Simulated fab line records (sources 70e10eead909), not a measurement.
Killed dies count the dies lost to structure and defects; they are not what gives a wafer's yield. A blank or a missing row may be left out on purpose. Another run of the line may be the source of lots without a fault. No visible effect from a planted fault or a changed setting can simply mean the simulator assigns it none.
Struck lot and sound lot, side by side	flow nand-harc	14 steps out of a route of 1302
Sound: wafers L533.3, L533.5, L533.6. Struck: wafers L543.2, L543.6 (left out: L543.3, a lot-mate that was not struck); the cause follows at the end.
Each step with rows lists, per side, the tool, then ch with its chambers, then its first start. Under that, the readings that differ: sound wafers	struck wafers	difference of the means	sigmas: that difference in standard deviations of wafers without a fault.
alike: readings with means less than 2 such deviations apart, plus words and numbers identical on both sides. not compared: withheld readings, readings lacking a value on some wafer, bounds such as >300 that could conceal the same value, and numbers that have no deviation in the record and whose values overlap.
A row with sigmas, a row that says differs or no value, or rows on one side alone: a step with any of these is where the two part. When numbers do not overlap yet have no deviation, they are printed without sigmas and do not part them. Lack of a reading on every wafer of one side parts them only where that side has two or more wafers.

NHARC_A_STAIRCASE_DESCUM_219: chemistry O2, time 3 s.
  sound on rie-diel-07 ch 0,1, day 19 06:53; struck on rie-diel-10 ch 1,2, day 23 02:18
reading	sound	struck	difference	sigmas
o2-flow-sccm (sccm)	200.1 201.3 200.9	199.7 198.8	-1.5	-3
  alike: drypump-motor-current-A, oes-product-au, rf-vpp-V, showerhead-plenum-p-Torr, throttle-valve-pct
  not compared: rf-hours-counter-h
then, 3 steps without rows for these wafers: NHARC_A_STAIRCASE_TRIM_220 (chemistry O2, time 211.2 s); NHARC_A_STAIRCASE_ETCH_221 (etches the open film in C4F8/O2, target depth 100 nm, time 40.5 s); NHARC_A_STAIRCASE_TRIM_222 (chemistry O2, time 211.2 s).
NHARC_A_STAIRCASE_ETCH_223: etches the open film in C4F8/O2, target depth 100 nm, time 40.5 s.
  sound on rie-diel-07 ch 0,1,2; struck on rie-diel-10 ch 2,3
  alike: oes-product-au, rf-vpp-V
  not compared: rf-hours-counter-h
NHARC_A_STAIRCASE_TRIM_224: chemistry O2, time 211.2 s.
  sound on rie-diel-07 ch 0,1,3; struck on rie-diel-10 ch 0,2
  alike: drypump-motor-current-A, o2-flow-sccm, oes-product-au, rf-vpp-V, showerhead-plenum-p-Torr, throttle-valve-pct
  not compared: rf-hours-counter-h
then, 1 step without rows for these wafers: NHARC_A_STAIRCASE_ETCH_225 (etches the open film in C4F8/O2, target depth 100 nm, time 40.5 s).
NHARC_A_STAIRCASE_TRIM_226: chemistry O2, time 211.2 s.
  sound on rie-diel-07 ch 0,1; struck on rie-diel-10 ch 0,3
  alike: drypump-motor-current-A, o2-flow-sccm, oes-product-au, rf-vpp-V, showerhead-plenum-p-Torr, throttle-valve-pct
  not compared: rf-hours-counter-h
then, 2 steps without rows for these wafers: NHARC_A_STAIRCASE_ETCH_227 (etches the open film in C4F8/O2, target depth 100 nm, time 40.5 s); NHARC_A_STAIRCASE_TRIM_229 (chemistry O2, time 211.2 s).
NHARC_A_STAIRCASE_ETCH_230: etches the open film in C4F8/O2, target depth 100 nm, time 40.5 s.
  sound on rie-diel-10 ch 1,2,3; struck on rie-diel-10 ch 0,1
  alike: oes-product-au, rf-vpp-V
  not compared: rf-hours-counter-h
NHARC_A_STAIRCASE_TRIM_231: chemistry O2, time 211.2 s.
  sound on rie-diel-10 ch 0,1,3, day 19 08:31; struck on rie-diel-10 ch 0,1, day 23 03:42
reading	sound	struck	difference	sigmas
oes-product-au (a.u.)	1.010 1.014 1.006	1.181 1.192	+0.177	+16
throttle-valve-pct (%)	17.043 17.053 17.052	17.016 17.038	-0.022	-2
  alike: drypump-motor-current-A, o2-flow-sccm, rf-vpp-V, showerhead-plenum-p-Torr
  not compared: rf-hours-counter-h
then, 1 step without rows for these wafers: NHARC_A_STAIRCASE_ETCH_232 (etches the open film in C4F8/O2, target depth 100 nm, time 40.5 s).
-- jump in the record: it breaks off in module A_STAIRCASE and resumes in module END (first step shown: number 1302 of the route), and 9 days separate the struck wafers' starts before and after --
NHARC_END_SORT_01:
  sound on prober-02 ch 0, day 27 15:06; struck on prober-01 ch 0, day 32 00:59
reading	sound	struck	difference	sigmas
hold	- - -	await-dispo/4.2h/release await-dispo/4.2h/release	no value on the sound wafers	
killed-at-array	71 62 77	613 576	+524	+26
killed-dies	75 64 80	619 581	+527	+25
  alike: killed-at-other, killed-at-periphery, killed-open, killed-short

== WHERE THEY PART ==
At NHARC_A_STAIRCASE_DESCUM_219 first; at NHARC_END_SORT_01 last (within this record only).

WHY: the cause the simulator had injected
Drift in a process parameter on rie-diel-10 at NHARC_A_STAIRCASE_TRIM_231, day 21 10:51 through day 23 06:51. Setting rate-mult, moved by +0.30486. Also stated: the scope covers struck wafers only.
